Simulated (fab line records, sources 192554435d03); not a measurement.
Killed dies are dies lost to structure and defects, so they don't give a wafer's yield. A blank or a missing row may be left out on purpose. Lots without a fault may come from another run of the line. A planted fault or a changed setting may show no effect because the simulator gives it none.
Which tool did it? | flow n5_finfet | 24 lots, 72 wafers sampled, at 3 steps of a route of 1938

WHAT THE GAUGES READ, wafer by wafer
N5_START_INSPECT_01: inspects for defects (unpatterned scan).
lot  | measured    | on                | raw_defect_count
L074 | day 1 12:02 | defect_inspect-02 | 7 3 3
L075 | day 1 18:02 | defect_inspect-01 | 4 4 5
L076 | day 2 00:02 | defect_inspect-01 | 2 6 4
L077 | day 2 06:02 | defect_inspect-01 | 5 8 10
L078 | day 2 12:02 | defect_inspect-02 | 5 8 10
L079 | day 2 18:02 | defect_inspect-02 | 4 8 4
L080 | day 3 00:02 | defect_inspect-02 | 4 5 10
L081 | day 3 06:02 | defect_inspect-02 | 6 4 9
L082 | day 3 12:02 | defect_inspect-02 | 3 3 5
L083 | day 3 18:02 | defect_inspect-02 | 6 5 1
L084 | day 4 00:02 | defect_inspect-02 | 5 6 5
L085 | day 4 06:02 | defect_inspect-01 | 4 5 7
L086 | day 4 12:02 | defect_inspect-01 | 5 4 3
L087 | day 4 18:02 | defect_inspect-02 | 5 7 4
L088 | day 5 00:02 | defect_inspect-02 | 7 7 7
L089 | day 5 06:02 | defect_inspect-02 | 4 9 9
L090 | day 5 12:02 | defect_inspect-01 | 7 4 6
L091 | day 5 18:02 | defect_inspect-02 | 5 3 5
L092 | day 6 00:02 | defect_inspect-02 | 2 5 5
L093 | day 6 06:02 | defect_inspect-02 | 0 5 4
L094 | day 6 12:02 | defect_inspect-01 | 10 6 5
L095 | day 6 18:02 | defect_inspect-02 | 4 5 2
L096 | day 7 00:02 | defect_inspect-01 | 10 5 6
L097 | day 7 06:02 | defect_inspect-01 | 7 5 6

N5_ZERO_LAYER_INSPECT_20: inspects for defects (darkfield).
lot  | measured    | on                | raw_defect_count
L074 | day 1 13:23 | defect_inspect-01 | 46 56 70
L075 | day 1 19:23 | defect_inspect-01 | 58 74 77
L076 | day 2 01:43 | defect_inspect-01 | 78 55 82
L077 | day 2 07:32 | defect_inspect-02 | 67 32 52
L078 | day 2 13:15 | defect_inspect-02 | 28 30 27
L079 | day 2 19:24 | defect_inspect-01 | 44 32 21
L080 | day 3 01:28 | defect_inspect-01 | 32 18 39
L081 | day 3 07:23 | defect_inspect-01 | 50 18 41
L082 | day 3 13:20 | defect_inspect-02 | 33 17 39
L083 | day 3 19:23 | defect_inspect-02 | 38 34 42
L084 | day 4 01:30 | defect_inspect-01 | 31 27 36
L085 | day 4 07:49 | defect_inspect-02 | 9 22 39
L086 | day 4 13:30 | defect_inspect-02 | 22 21 45
L087 | day 4 19:19 | defect_inspect-02 | 36 46 37
L088 | day 5 01:24 | defect_inspect-02 | 22 43 37
L089 | day 5 07:27 | defect_inspect-02 | 40 72 44
L090 | day 5 13:32 | defect_inspect-02 | 30 34 36
L091 | day 5 19:23 | defect_inspect-02 | 45 44 35
L092 | day 6 01:16 | defect_inspect-01 | 16 15 23
L093 | day 6 07:23 | defect_inspect-02 | 34 27 36
L094 | day 6 13:15 | defect_inspect-02 | 51 27 40
L095 | day 6 19:15 | defect_inspect-01 | 54 38 32
L096 | day 7 01:15 | defect_inspect-01 | 44 28 71
L097 | day 7 07:18 | defect_inspect-02 | 77 85 50

N5_WELL_APT_INSPECT_27: inspects for defects (macro).
lot  | measured    | on                | raw_defect_count
L074 | day 1 15:06 | defect_inspect-01 | 2 1 1
L075 | day 1 21:21 | defect_inspect-01 | 2 5 3
L076 | day 2 03:20 | defect_inspect-02 | 1 2 3
L077 | day 2 09:26 | defect_inspect-01 | 1 5 4
L078 | day 2 15:09 | defect_inspect-02 | 3 2 4
L079 | day 2 21:29 | defect_inspect-01 | 1 0 4
L080 | day 3 03:04 | defect_inspect-02 | 1 4 3
L081 | day 3 09:28 | defect_inspect-02 | 0 2 0
L082 | day 3 14:49 | defect_inspect-01 | 0 2 3
L083 | day 3 20:52 | defect_inspect-02 | 1 2 0
L084 | day 4 03:33 | defect_inspect-02 | 2 3 4
L085 | day 4 09:19 | defect_inspect-01 | 5 3 1
L086 | day 4 14:59 | defect_inspect-02 | 1 0 2
L087 | day 4 20:56 | defect_inspect-01 | 1 2 2
L088 | day 5 03:10 | defect_inspect-02 | 5 1 5
L089 | day 5 09:04 | defect_inspect-02 | 5 0 2
L090 | day 5 15:12 | defect_inspect-02 | 0 1 5
L091 | day 5 21:25 | defect_inspect-01 | 3 3 2
L092 | day 6 02:53 | defect_inspect-02 | 4 0 3
L093 | day 6 08:53 | defect_inspect-01 | 4 2 3
L094 | day 6 14:53 | defect_inspect-01 | 2 2 1
L095 | day 6 20:53 | defect_inspect-01 | 4 3 4
L096 | day 7 03:03 | defect_inspect-02 | 3 1 3
L097 | day 7 09:05 | defect_inspect-01 | 2 2 0

WHICH TOOL RAN EACH LOT (tool, then ch and the chambers of the sampled wafers, then the start)
The record holds no process step before these readings.

WHAT THE TOOLS THEMSELVES READ (means of the sampled wafers that have a number; where no wafer has one, the mark that the record gives instead)
The record holds no such reading with a usual standard deviation.

THE ANSWER, worked out from the rows above alone
Rule: what is usual is taken from the lots themselves. Put in order of their means at a reading, lots are off if they are a third of the lots or fewer, leave a main group of 4 or more, and stand apart from it by a gap of 3 or more times the standard deviation of the main group's means; of several such gaps the widest counts. A main group whose means are all the same, to the digits that the tables above print for the reading, isn't used. A lot without any number at a reading at which 4 lots or more have one is off too. The other lots that the step has rows for count as sound. The gauges are gone through in route order, then the tools' own readings, and for those a lot's mean is taken as printed above. The first step at which some lot is off is used, and at that step the reading that is off furthest; a lot without a number counts as furthest.
No lot is off at any reading shown: from this, nothing can be told.

WHAT THE SIMULATOR HAD PUT IN
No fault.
